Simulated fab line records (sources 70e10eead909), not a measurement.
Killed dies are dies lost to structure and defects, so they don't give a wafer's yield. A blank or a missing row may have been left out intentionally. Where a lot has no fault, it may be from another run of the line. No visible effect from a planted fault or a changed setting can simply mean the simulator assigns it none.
Which of the tools did it?    flow nand_harc    24 lots, 72 wafers sampled, at 6 steps of a route of 1302

== WHAT THE GAUGES SHOWED, per wafer ==
NHARC_P_CONTACT_INSPECT_27.
lot   measured      on                 raw_defect_count
L074  day 6 04:40   defect_inspect-02  399 321 267
L075  day 6 07:41   defect_inspect-01  165 251 332
L076  day 7 01:23   defect_inspect-02  335 122 254
L077  day 7 02:44   defect_inspect-02  149 255 174
L078  day 7 12:35   defect_inspect-01  308 282 355
L079  day 8 04:46   defect_inspect-01  205 185 92
L080  day 8 11:57   defect_inspect-01  347 163 137
L081  day 8 18:04   defect_inspect-02  449 459 246
L082  day 9 05:58   defect_inspect-02  305 279 275
L083  day 9 12:53   defect_inspect-01  258 434 307
L084  day 10 00:59  defect_inspect-01  412 117 176
L085  day 10 17:40  defect_inspect-01  326 483 214
L086  day 10 22:56  defect_inspect-01  294 368 257
L087  day 12 02:16  defect_inspect-02  284 196 163
L089  day 12 02:49  defect_inspect-01  271 205 295
L088  day 12 03:38  defect_inspect-02  673 325 398
L090  day 12 13:05  defect_inspect-01  329 339 414
L091  day 13 00:54  defect_inspect-02  301 369 446
L092  day 13 12:57  defect_inspect-01  247 484 238
L093  day 13 21:16  defect_inspect-01  149 181 259
L094  day 15 00:10  defect_inspect-02  146 216 215
L095  day 15 05:18  defect_inspect-01  509 458 311
L096  day 15 06:47  defect_inspect-02  427 235 478
L097  day 16 01:34  defect_inspect-02  421 339 341

NHARC_P_M2_INSPECT_27.
lot   measured      on                 raw_defect_count
L074  day 6 17:50   defect_inspect-02  313 468 230
L075  day 6 19:53   defect_inspect-01  635 489 589
L076  day 7 13:01   defect_inspect-02  398 207 295
L077  day 7 14:36   defect_inspect-01  337 173 219
L078  day 8 00:29   defect_inspect-02  270 441 253
L079  day 8 16:35   defect_inspect-02  725 342 579
L080  day 9 00:16   defect_inspect-01  288 282 343
L081  day 9 07:02   defect_inspect-01  634 526 479
L082  day 9 18:18   defect_inspect-02  250 208 296
L083  day 10 00:51  defect_inspect-02  268 222 222
L084  day 10 12:46  defect_inspect-02  332 186 259
L085  day 11 05:28  defect_inspect-02  236 407 397
L086  day 11 11:11  defect_inspect-02  250 416 314
L087  day 12 14:10  defect_inspect-01  188 213 371
L089  day 12 14:51  defect_inspect-02  285 384 424
L088  day 12 15:33  defect_inspect-02  297 207 331
L090  day 13 00:59  defect_inspect-01  256 205 295
L091  day 13 12:53  defect_inspect-02  201 336 284
L092  day 14 00:51  defect_inspect-01  341 397 172
L093  day 14 09:28  defect_inspect-02  332 363 428
L094  day 15 11:52  defect_inspect-01  760 487 467
L095  day 15 17:11  defect_inspect-01  335 716 314
L096  day 15 18:48  defect_inspect-01  444 338 190
L097  day 16 13:46  defect_inspect-02  386 202 384

NHARC_P_BONDPAD_CD_MEAS_13.
lot   measured      on         cd_nm (nm)
L074  day 6 20:05   cd_sem-03  501.4 502.3 504.9
L075  day 6 22:16   cd_sem-03  499.7 497.7 500.2
L076  day 7 15:28   cd_sem-01  497.0 500.3 498.6
L077  day 7 16:58   cd_sem-03  500.3 501.4 502.0
L078  day 8 02:40   cd_sem-03  498.9 497.9 500.5
L079  day 8 18:47   cd_sem-03  502.0 500.3 500.9
L080  day 9 02:32   cd_sem-02  501.2 498.6 499.6
L081  day 9 09:25   cd_sem-01  497.2 498.5 497.9
L082  day 9 21:16   cd_sem-03  501.5 501.3 502.0
L083  day 10 03:08  cd_sem-03  499.7 498.9 499.0
L084  day 10 15:04  cd_sem-01  501.9 497.3 497.2
L085  day 11 07:41  cd_sem-02  501.9 503.2 504.2
L086  day 11 13:25  cd_sem-01  498.8 501.2 501.3
L087  day 12 16:38  cd_sem-01  501.4 504.0 499.8
L089  day 12 17:08  cd_sem-01  499.2 502.4 500.9
L088  day 12 17:52  cd_sem-01  502.5 499.4 501.3
L090  day 13 03:11  cd_sem-01  500.4 504.3 500.5
L091  day 13 15:12  cd_sem-02  499.4 502.0 501.2
L092  day 14 03:35  cd_sem-01  500.5 497.5 501.5
L093  day 14 11:49  cd_sem-03  503.7 502.0 504.8
L094  day 15 14:14  cd_sem-01  498.7 497.9 498.9
L095  day 15 19:35  cd_sem-01  499.3 500.5 500.9
L096  day 15 21:07  cd_sem-01  500.0 501.3 501.7
L097  day 16 16:05  cd_sem-02  501.6 500.1 500.5

== EACH LOT AND THE TOOL THAT RAN IT (in order: tool; ch and the chambers of the sampled wafers; start) ==
lot   NHARC_P_CONTACT_CMP_01         NHARC_P_CONTACT_CVD_23                    NHARC_P_M2_DEP_33
L074  cmp-02 ch 0,1,3, day 6 00:35   cvd_w-02 ch 0,1, day 6 04:40 or earlier   pecvd-02 ch 0,2, day 6 17:59
L075  cmp-04 ch 1,2,3, day 6 03:11   cvd_w-02 ch 0,1, day 6 07:41 or earlier   pecvd-04 ch 1,2, day 6 20:07
L076  cmp-04 ch 0,2,3, day 6 21:16   cvd_w-01 ch 0,1, day 7 01:23 or earlier   pecvd-02 ch 0,1,2, day 7 13:10
L077  cmp-04 ch 0,3, day 6 22:16     cvd_w-02 ch 0,1, day 7 02:44 or earlier   pecvd-02 ch 0,1,2, day 7 14:50
L078  cmp-04 ch 0,3, day 7 08:28     cvd_w-02 ch 0,1, day 7 12:35 or earlier   pecvd-02 ch 1,2, day 8 00:40
L079  cmp-02 ch 1,2,3, day 8 00:40   cvd_w-02 ch 0,1, day 8 04:46 or earlier   pecvd-01 ch 1,2, day 8 16:44
L080  cmp-01 ch 0,2,3, day 8 07:52   cvd_w-01 ch 0,1, day 8 11:57 or earlier   pecvd-01 ch 0,1, day 9 00:25
L081  cmp-02 ch 0,3, day 8 14:06     cvd_w-01 ch 0,1, day 8 18:04 or earlier   pecvd-01 ch 0,2, day 9 07:11
L082  cmp-04 ch 0,2,3, day 9 01:52   cvd_w-02 ch 0,1, day 9 05:58 or earlier   pecvd-02 ch 2, day 9 18:37
L083  cmp-04 ch 0,3, day 9 08:54     cvd_w-02 ch 0,1, day 9 12:53 or earlier   pecvd-01 ch 0,1,2, day 10 00:59
L084  cmp-02 ch 1,2, day 9 20:52     cvd_w-01 ch 0,1, day 10 00:59 or earlier  pecvd-04 ch 0,1,2, day 10 12:57
L085  cmp-04 ch 1,2,3, day 10 13:26  cvd_w-01 ch 0,1, day 10 17:40 or earlier  pecvd-02 ch 0,1,2, day 11 05:37
L086  cmp-01 ch 0,1,3, day 10 18:12  cvd_w-02 ch 0,1, day 10 22:56 or earlier  pecvd-02 ch 0,1,2, day 11 11:23
L087  cmp-04 ch 1,2,3, day 11 22:12  cvd_w-01 ch 0,1, day 12 02:16 or earlier  pecvd-01 ch 0,2, day 12 14:28
L089  cmp-04 ch 0,1, day 11 22:42    cvd_w-02 ch 0, day 12 02:49 or earlier    pecvd-01 ch 1,2, day 12 14:59
L088  cmp-02 ch 1,2,3, day 11 23:28  cvd_w-02 ch 0,1, day 12 03:38 or earlier  pecvd-02 ch 0,1,2, day 12 15:42
L090  cmp-02 ch 2,3, day 12 08:52    cvd_w-01 ch 0,1, day 12 13:05 or earlier  pecvd-02 ch 0,2, day 13 01:14
L091  cmp-02 ch 1,2, day 12 20:47    cvd_w-02 ch 0,1, day 13 00:54 or earlier  pecvd-04 ch 0,1,2, day 13 13:05
L092  cmp-01 ch 1,2, day 13 08:50    cvd_w-01 ch 0,1, day 13 12:57 or earlier  pecvd-02 ch 0,2, day 14 01:02
L093  cmp-01 ch 2,3, day 13 17:09    cvd_w-01 ch 0,1, day 13 21:16 or earlier  pecvd-02 ch 0,2, day 14 09:43
L094  cmp-04 ch 0,1,2, day 14 20:01  cvd_w-01 ch 0,1, day 15 00:10 or earlier  pecvd-01 ch 0,1, day 15 12:01
L095  cmp-02 ch 1,2,3, day 15 01:13  cvd_w-02 ch 0,1, day 15 05:18 or earlier  pecvd-01 ch 0,1,2, day 15 17:20
L096  cmp-04 ch 1,2,3, day 15 02:40  cvd_w-01 ch 0,1, day 15 06:47 or earlier  pecvd-01 ch 1,2, day 15 18:57
L097  cmp-01 ch 0,3, day 15 21:35    cvd_w-02 ch 0,1, day 16 01:34 or earlier  pecvd-01 ch 0,2, day 16 13:55
- NHARC_P_CONTACT_CMP_01: polishes SiO2, target thk 200 nm.
- NHARC_P_CONTACT_CVD_23: deposits W, target thk 200 nm, time 557 s.
- NHARC_P_M2_DEP_33: deposits SiCN, target thk 30 nm.

== AS READ BY THE TOOLS THEMSELVES (means over the sampled wafers that have a number; for cases with no such wafer, the mark the record gives instead) ==
NHARC_P_CONTACT_CMP_01.
lot   tool    motor_current_A (A)
L074  cmp-02  11.6
L075  cmp-04  11.7
L076  cmp-04  12.8
L077  cmp-04  14.3
L078  cmp-04  14.7
L079  cmp-02  11.4
L080  cmp-01  11.2
L081  cmp-02  12.4
L082  cmp-04  13.2
L083  cmp-04  15.2
L084  cmp-02  11.1
L085  cmp-04  12.1
L086  cmp-01  11.4
L087  cmp-04  12.3
L089  cmp-04  11.2
L088  cmp-02  11.7
L090  cmp-02  12.5
L091  cmp-02  11.2
L092  cmp-01  11.6
L093  cmp-01  10.9
L094  cmp-04  11.1
L095  cmp-02  11.8
L096  cmp-04  12.0
L097  cmp-01  11.0

NHARC_P_CONTACT_CVD_23.
lot   tool      heater_power_w (W)  mfc_ar_sccm (sccm)  throttle_valve_pct (%)
L074  cvd_w-02  427                 1563                7.7
L075  cvd_w-02  444                 1563                8.0
L076  cvd_w-01  464                 1551                7.9
L077  cvd_w-02  431                 1565                7.7
L078  cvd_w-02  428                 1559                7.7
L079  cvd_w-02  434                 1562                7.7
L080  cvd_w-01  464                 1559                7.9
L081  cvd_w-01  466                 1561                7.9
L082  cvd_w-02  432                 1563                7.7
L083  cvd_w-02  422                 1557                7.8
L084  cvd_w-01  463                 1558                7.9
L085  cvd_w-01  476                 1561                7.7
L086  cvd_w-02  448                 1564                8.0
L087  cvd_w-01  478                 1563                7.8
L089  cvd_w-02  463                 1558                8.3
L088  cvd_w-02  427                 1555                7.8
L090  cvd_w-01  481                 1553                7.7
L091  cvd_w-02  456                 1562                7.9
L092  cvd_w-01  483                 1556                7.8
L093  cvd_w-01  482                 1559                7.8
L094  cvd_w-01  476                 1561                7.8
L095  cvd_w-02  453                 1560                8.0
L096  cvd_w-01  483                 1559                7.8
L097  cvd_w-02  434                 1553                7.8

NHARC_P_M2_DEP_33.
lot   tool      heater_power_w (W)
L074  pecvd-02  563
L075  pecvd-04  519
L076  pecvd-02  625
L077  pecvd-02  550
L078  pecvd-02  643
L079  pecvd-01  518
L080  pecvd-01  611
L081  pecvd-01  692
L082  pecvd-02  540
L083  pecvd-01  624
L084  pecvd-04  580
L085  pecvd-02  595
L086  pecvd-02  554
L087  pecvd-01  639
L089  pecvd-01  492
L088  pecvd-02  533
L090  pecvd-02  491
L091  pecvd-04  579
L092  pecvd-02  516
L093  pecvd-02  512
L094  pecvd-01  650
L095  pecvd-01  652
L096  pecvd-01  578
L097  pecvd-01  640

== THE ANSWER, worked out from the rows above alone ==
Rule: the lots themselves supply what counts as usual. The widest of any qualifying gaps counts: lots, ordered by their means at a reading, are off when they make up no more than a third of the lots, leave a main group of 4 or more, and stand apart from it by 3 or more times the standard deviation of that group's means. A main group whose means are all the same, to the digits that the tables above print for the reading, isn't used. A lot without any number at a reading at which 4 lots or more have one is off too. Where the step has rows for the other lots, those lots are counted as sound. After the gauges, taken in route order, come the tools' own readings; for these a lot's mean is taken, as printed above. The first step at which some lot is off is used, and at that step the reading that is off furthest; a lot without a number counts as furthest.
Nothing can be told from this: no lot is off at any reading shown.

== WHAT WAS PUT IN BY THE SIMULATOR ==
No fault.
